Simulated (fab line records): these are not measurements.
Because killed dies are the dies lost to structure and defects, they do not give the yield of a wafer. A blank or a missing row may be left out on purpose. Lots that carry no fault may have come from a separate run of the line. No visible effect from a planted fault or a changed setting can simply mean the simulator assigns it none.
Split-lot experiment || flow n5Finfet || route with 1938 steps; 7 lots, 39 wafers read

## THE SPLIT
At N5_MIM_BOT_SPUTTER_00 (material TiN, target thk 35 nm, time 89.7 s), the setting targetThkA was moved away from the recipe's 350 angstrom on 12 of the 39 wafers read, by +27.6% to +54.6%. For the rest of the wafers, this setting stayed at what the recipe calls for.

The reading comes from the split's own step.

## THE READING
TiN_of_MIM_BOT_SPUTTER_00.thkNm (the simulator's own value, which no gauge read), in nm, at N5_MIM_BOT_SPUTTER_00 (material TiN, target thk 35 nm, time 89.7 s). The file does not state a usual value for it. Average 34.9 nm, standard deviation 0.34 nm, over the 27 wafers here run with the recipe.

{"wafer": "L079.2", "tool, chamber at the split": "pvdSputter-02, -", "targetThkA as run, angstrom": 350, "against the recipe": "recipe", "TiN_of_MIM_BOT_SPUTTER_00.thkNm, nm": 35, "against lot-mates on the recipe": "-"}
{"wafer": "L079.3", "tool, chamber at the split": "pvdSputter-02, -", "targetThkA as run, angstrom": 350, "against the recipe": "recipe", "TiN_of_MIM_BOT_SPUTTER_00.thkNm, nm": 34.4, "against lot-mates on the recipe": "-"}
{"wafer": "L079.6", "tool, chamber at the split": "pvdSputter-02, -", "targetThkA as run, angstrom": 350, "against the recipe": "recipe", "TiN_of_MIM_BOT_SPUTTER_00.thkNm, nm": 34.6, "against lot-mates on the recipe": "-"}
{"wafer": "L080.1", "tool, chamber at the split": "pvdSputter-01, -", "targetThkA as run, angstrom": 350, "against the recipe": "recipe", "TiN_of_MIM_BOT_SPUTTER_00.thkNm, nm": 35.2, "against lot-mates on the recipe": "-"}
{"wafer": "L080.5", "tool, chamber at the split": "pvdSputter-01, -", "targetThkA as run, angstrom": 350, "against the recipe": "recipe", "TiN_of_MIM_BOT_SPUTTER_00.thkNm, nm": 35.2, "against lot-mates on the recipe": "-"}
{"wafer": "L080.6", "tool, chamber at the split": "pvdSputter-01, -", "targetThkA as run, angstrom": 350, "against the recipe": "recipe", "TiN_of_MIM_BOT_SPUTTER_00.thkNm, nm": 35.2, "against lot-mates on the recipe": "-"}
{"wafer": "L080.2", "tool, chamber at the split": "pvdSputter-01, -", "targetThkA as run, angstrom": 446.6, "against the recipe": "+27.6%", "TiN_of_MIM_BOT_SPUTTER_00.thkNm, nm": 45, "against lot-mates on the recipe": "+9.8"}
{"wafer": "L080.4", "tool, chamber at the split": "pvdSputter-01, -", "targetThkA as run, angstrom": 446.6, "against the recipe": "+27.6%", "TiN_of_MIM_BOT_SPUTTER_00.thkNm, nm": 45, "against lot-mates on the recipe": "+9.8"}
{"wafer": "L080.3", "tool, chamber at the split": "pvdSputter-01, -", "targetThkA as run, angstrom": 446.6, "against the recipe": "+27.6%", "TiN_of_MIM_BOT_SPUTTER_00.thkNm, nm": 45.2, "against lot-mates on the recipe": "+10.0"}
{"wafer": "L082.1", "tool, chamber at the split": "pvdSputter-02, -", "targetThkA as run, angstrom": 350, "against the recipe": "recipe", "TiN_of_MIM_BOT_SPUTTER_00.thkNm, nm": 34.8, "against lot-mates on the recipe": "-"}
{"wafer": "L082.5", "tool, chamber at the split": "pvdSputter-02, -", "targetThkA as run, angstrom": 350, "against the recipe": "recipe", "TiN_of_MIM_BOT_SPUTTER_00.thkNm, nm": 34.8, "against lot-mates on the recipe": "-"}
{"wafer": "L082.2", "tool, chamber at the split": "pvdSputter-02, -", "targetThkA as run, angstrom": 503.2, "against the recipe": "+43.8%", "TiN_of_MIM_BOT_SPUTTER_00.thkNm, nm": 49.8, "against lot-mates on the recipe": "+14.9"}
{"wafer": "L082.3", "tool, chamber at the split": "pvdSputter-02, -", "targetThkA as run, angstrom": 503.2, "against the recipe": "+43.8%", "TiN_of_MIM_BOT_SPUTTER_00.thkNm, nm": 50.4, "against lot-mates on the recipe": "+15.5"}
{"wafer": "L082.4", "tool, chamber at the split": "pvdSputter-02, -", "targetThkA as run, angstrom": 503.2, "against the recipe": "+43.8%", "TiN_of_MIM_BOT_SPUTTER_00.thkNm, nm": 50.4, "against lot-mates on the recipe": "+15.5"}
{"wafer": "L082.6", "tool, chamber at the split": "pvdSputter-02, -", "targetThkA as run, angstrom": 350, "against the recipe": "recipe", "TiN_of_MIM_BOT_SPUTTER_00.thkNm, nm": 35, "against lot-mates on the recipe": "-"}
{"wafer": "L084.1", "tool, chamber at the split": "pvdSputter-02, -", "targetThkA as run, angstrom": 350, "against the recipe": "recipe", "TiN_of_MIM_BOT_SPUTTER_00.thkNm, nm": 34.6, "against lot-mates on the recipe": "-"}
{"wafer": "L084.2", "tool, chamber at the split": "pvdSputter-02, -", "targetThkA as run, angstrom": 447.6, "against the recipe": "+27.9%", "TiN_of_MIM_BOT_SPUTTER_00.thkNm, nm": 44, "against lot-mates on the recipe": "+9.6"}
{"wafer": "L084.3", "tool, chamber at the split": "pvdSputter-02, -", "targetThkA as run, angstrom": 447.6, "against the recipe": "+27.9%", "TiN_of_MIM_BOT_SPUTTER_00.thkNm, nm": 44.4, "against lot-mates on the recipe": "+10.0"}
{"wafer": "L084.4", "tool, chamber at the split": "pvdSputter-02, -", "targetThkA as run, angstrom": 350, "against the recipe": "recipe", "TiN_of_MIM_BOT_SPUTTER_00.thkNm, nm": 34.2, "against lot-mates on the recipe": "-"}
{"wafer": "L084.5", "tool, chamber at the split": "pvdSputter-02, -", "targetThkA as run, angstrom": 447.6, "against the recipe": "+27.9%", "TiN_of_MIM_BOT_SPUTTER_00.thkNm, nm": 44.2, "against lot-mates on the recipe": "+9.8"}
{"wafer": "L084.6", "tool, chamber at the split": "pvdSputter-02, -", "targetThkA as run, angstrom": 350, "against the recipe": "recipe", "TiN_of_MIM_BOT_SPUTTER_00.thkNm, nm": 34.4, "against lot-mates on the recipe": "-"}
{"wafer": "L083.1", "tool, chamber at the split": "pvdSputter-01, -", "targetThkA as run, angstrom": 350, "against the recipe": "recipe", "TiN_of_MIM_BOT_SPUTTER_00.thkNm, nm": 35, "against lot-mates on the recipe": "-"}
{"wafer": "L083.4", "tool, chamber at the split": "pvdSputter-01, -", "targetThkA as run, angstrom": 350, "against the recipe": "recipe", "TiN_of_MIM_BOT_SPUTTER_00.thkNm, nm": 35, "against lot-mates on the recipe": "-"}
{"wafer": "L083.5", "tool, chamber at the split": "pvdSputter-01, -", "targetThkA as run, angstrom": 350, "against the recipe": "recipe", "TiN_of_MIM_BOT_SPUTTER_00.thkNm, nm": 35, "against lot-mates on the recipe": "-"}
{"wafer": "L083.2", "tool, chamber at the split": "pvdSputter-01, -", "targetThkA as run, angstrom": 350, "against the recipe": "recipe", "TiN_of_MIM_BOT_SPUTTER_00.thkNm, nm": 34.8, "against lot-mates on the recipe": "-"}
{"wafer": "L083.6", "tool, chamber at the split": "pvdSputter-01, -", "targetThkA as run, angstrom": 350, "against the recipe": "recipe", "TiN_of_MIM_BOT_SPUTTER_00.thkNm, nm": 34.8, "against lot-mates on the recipe": "-"}
{"wafer": "L083.3", "tool, chamber at the split": "pvdSputter-01, -", "targetThkA as run, angstrom": 350, "against the recipe": "recipe", "TiN_of_MIM_BOT_SPUTTER_00.thkNm, nm": 35.2, "against lot-mates on the recipe": "-"}
{"wafer": "L094.1", "tool, chamber at the split": "pvdSputter-01, -", "targetThkA as run, angstrom": 350, "against the recipe": "recipe", "TiN_of_MIM_BOT_SPUTTER_00.thkNm, nm": 35.2, "against lot-mates on the recipe": "-"}
{"wafer": "L094.2", "tool, chamber at the split": "pvdSputter-01, -", "targetThkA as run, angstrom": 350, "against the recipe": "recipe", "TiN_of_MIM_BOT_SPUTTER_00.thkNm, nm": 35.8, "against lot-mates on the recipe": "-"}
{"wafer": "L094.3", "tool, chamber at the split": "pvdSputter-01, -", "targetThkA as run, angstrom": 541.2, "against the recipe": "+54.6%", "TiN_of_MIM_BOT_SPUTTER_00.thkNm, nm": 54.6, "against lot-mates on the recipe": "+19.1"}
{"wafer": "L094.4", "tool, chamber at the split": "pvdSputter-01, -", "targetThkA as run, angstrom": 541.2, "against the recipe": "+54.6%", "TiN_of_MIM_BOT_SPUTTER_00.thkNm, nm": 54.6, "against lot-mates on the recipe": "+19.1"}
{"wafer": "L094.5", "tool, chamber at the split": "pvdSputter-01, -", "targetThkA as run, angstrom": 350, "against the recipe": "recipe", "TiN_of_MIM_BOT_SPUTTER_00.thkNm, nm": 35.4, "against lot-mates on the recipe": "-"}
{"wafer": "L094.6", "tool, chamber at the split": "pvdSputter-01, -", "targetThkA as run, angstrom": 541.2, "against the recipe": "+54.6%", "TiN_of_MIM_BOT_SPUTTER_00.thkNm, nm": 54.2, "against lot-mates on the recipe": "+18.7"}
{"wafer": "L096.1", "tool, chamber at the split": "pvdSputter-01, -", "targetThkA as run, angstrom": 350, "against the recipe": "recipe", "TiN_of_MIM_BOT_SPUTTER_00.thkNm, nm": 34.8, "against lot-mates on the recipe": "-"}
{"wafer": "L096.3", "tool, chamber at the split": "pvdSputter-01, -", "targetThkA as run, angstrom": 350, "against the recipe": "recipe", "TiN_of_MIM_BOT_SPUTTER_00.thkNm, nm": 34.8, "against lot-mates on the recipe": "-"}
{"wafer": "L096.2", "tool, chamber at the split": "pvdSputter-01, -", "targetThkA as run, angstrom": 350, "against the recipe": "recipe", "TiN_of_MIM_BOT_SPUTTER_00.thkNm, nm": 34.6, "against lot-mates on the recipe": "-"}
{"wafer": "L096.4", "tool, chamber at the split": "pvdSputter-01, -", "targetThkA as run, angstrom": 350, "against the recipe": "recipe", "TiN_of_MIM_BOT_SPUTTER_00.thkNm, nm": 34.6, "against lot-mates on the recipe": "-"}
{"wafer": "L096.5", "tool, chamber at the split": "pvdSputter-01, -", "targetThkA as run, angstrom": 350, "against the recipe": "recipe", "TiN_of_MIM_BOT_SPUTTER_00.thkNm, nm": 34.6, "against lot-mates on the recipe": "-"}
{"wafer": "L096.6", "tool, chamber at the split": "pvdSputter-01, -", "targetThkA as run, angstrom": 350, "against the recipe": "recipe", "TiN_of_MIM_BOT_SPUTTER_00.thkNm, nm": 34.6, "against lot-mates on the recipe": "-"}

THE FIT
A straight line over all 39 wafers: TiN_of_MIM_BOT_SPUTTER_00.thkNm changes by +0.355 nm for each +1% of targetThkA; r = +1.00; the points scatter about the line by 0.38 nm.
The same after taking each lot's own level away (the mean of its wafers on the recipe; 39 wafers): +0.35 nm for each +1%; r = +1.00; scatter 0.19 nm.
Per that fit: largest targetThkA move, reading shift of 19 nm.
The span of the lots' own levels, 34.40 to 35.47 nm, comes to 3.1 times the standard deviation stated above.
Consequently the slope shifts little with the lot-to-lot level, the two slopes agreeing.
Check: for one of the wafers moved furthest among these (+54.6%), held out of the fit, the line's prediction against its lot-mates is +19.1 nm. It came out at +19.1 nm against them.

## OTHER SPLITS APPLIED TO THESE WAFERS
Before the reading, these wafers also passed through other splits. Each is held against what the fit with the lots' levels taken away leaves over:
{"other split on the same wafers": "N5_BEOL_M4_ILD_DEP_00 targetThkA", "wafers away from the commonest value": 15, "r with TiN_of_MIM_BOT_SPUTTER_00.thkNm (lot level and that fit taken away)": -0.27}
{"other split on the same wafers": "N5_BEOL_M9_ETCH_66 timeS", "wafers away from the commonest value": 12, "r with TiN_of_MIM_BOT_SPUTTER_00.thkNm (lot level and that fit taken away)": "+0.06"}
{"other split on the same wafers": "N5_BEOL_M14_ETCH_68 targetDepthA", "wafers away from the commonest value": 18, "r with TiN_of_MIM_BOT_SPUTTER_00.thkNm (lot level and that fit taken away)": -0.09}

## FILE'S OWN FIT
TiN_of_MIM_BOT_SPUTTER_00.thkNm changes by +0.35 nm for each +1% of targetThkA, r = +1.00.
